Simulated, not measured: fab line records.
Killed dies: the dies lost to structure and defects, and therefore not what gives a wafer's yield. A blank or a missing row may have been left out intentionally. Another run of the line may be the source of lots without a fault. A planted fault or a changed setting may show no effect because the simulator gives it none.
Comparing a struck lot with a sound one + flow n5 finfet + 16 steps out of a route of 1938
Sound: the wafers L469.3, L469.4, L469.6. The struck wafers were L466.1, L466.3, L466.6. Last of all comes the cause.
At each step with rows: each side's tool, then ch and its chambers, then its first start. Under that, the readings that differ: sound wafers + struck wafers + difference of the means + sigmas: that difference in standard deviations of wafers without a fault.
alike: readings whose means differ by less than 2 such deviations, and words and numbers that are the same on both sides. not compared: withheld readings, readings that some wafer has no value for, bounds like >300 that may hide the same value, and numbers for which the record gives no deviation and whose values overlap.
Wherever a step has rows on one side only, a row that says differs or no value, or a row with sigmas, the two part there. When numbers do not overlap yet have no deviation, they are printed without sigmas and do not part them. A reading missing from all wafers of one side parts the sides only when that side holds two or more wafers.

first, 2 steps without rows for these wafers: N5_BEOL_M1_PRECLEAN_42 (cleans in residue remover, time 60 s); N5_BEOL_M1_SRD_43 (time 30 s).
N5_BEOL_M1_CD_MEAS_35: target cd 18 nm, target cd y 21 nm.
  sound: cd sem-01 at day 7 14:11; struck: cd sem-02 at day 6 17:01
  alike: cd nm
N5_BEOL_M1_DEGAS_44: time 60 s.
  sound: pvd sputter-03 at day 7 14:33; struck: pvd sputter-03 at day 6 17:04
  alike: heater power w
then, 1 step without rows for these wafers: N5_BEOL_M1_PRE_CLEAN_45 (time 30 s).
N5_BEOL_M1_ALD_84: deposits TaN, pulse time 2 s, purge time 3 s, co reactant purge time 2 s.
  sound on ald metal-04 ch 1,2,3, day 7 14:53; struck on ald metal-04 ch 0,1,3, day 6 17:11
  alike: heater power w, precursor vessel carrier sccm
N5_BEOL_M1_SURFACE_TREAT_85:
  sound: pvd sputter-02 at day 7 16:31; struck: pvd sputter-03 at day 6 17:27
  not compared: throttle valve pct
then, 2 steps without rows for these wafers: N5_BEOL_M1_CVD_47 (deposits Co from CCTBA/H2, target thk 3 nm, time 223.8 s); N5_BEOL_M1_SPUTTER_48 (material Cu, target thk 4.5 nm, time 8.29 s).
N5_BEOL_M1_ANNEAL_49: time 240 s.
  sound: pvd sputter-02 at day 7 16:56; struck: pvd sputter-03 at day 6 18:04
  alike: heater power w
then, 2 steps without rows for these wafers: N5_BEOL_M1_SPUTTER_79 (material Cu, target thk 4.5 nm, time 8.29 s); N5_BEOL_M1_ANNEAL_80 (time 240 s).
N5_BEOL_M1_SPUTTER_81: material Cu, target thk 4.5 nm, time 8.29 s.
  sound: pvd sputter-02 at day 7 17:18; struck: pvd sputter-03 at day 6 18:26
  no value came back on the struck wafers for any of 5 readings (chamber pressure pa (Pa), chuck gas flow sccm (sccm) and others); on the sound wafers chamber pressure pa (Pa) reads 0.06991 0.07003 0.07025
N5_BEOL_M1_ANNEAL_82: time 240 s.
  sound: pvd sputter-02 at day 7 17:23; struck: pvd sputter-03 at day 6 18:31
  alike: heater power w
N5_BEOL_M4_RC_MEAS_101:
  sound on prober-02 ch 0, day 9 03:25; struck on prober-01 ch 0, day 8 07:48
  alike: DIBL_N, DIBL_P, IOFF_N, IOFF_P, ION_N, ION_P, SS_N, SS_P, VT_N, VT_P
-- the record jumps here: 4 days lie between the struck wafers' starts before and after (it left off in module BEOL_M4 and takes up again in module PASSIVATION, whose first step shown is number 1936 of the route) --
N5_PASSIVATION_PROBE_49:
  rows exist in the record for the struck wafers here (prober-01, day 12 09:30), but not for the sound ones

## WHERE THEY PART
First at N5_BEOL_M1_SPUTTER_81; last, within this record, at N5_PASSIVATION_PROBE_49.

WHY: the cause the simulator had injected
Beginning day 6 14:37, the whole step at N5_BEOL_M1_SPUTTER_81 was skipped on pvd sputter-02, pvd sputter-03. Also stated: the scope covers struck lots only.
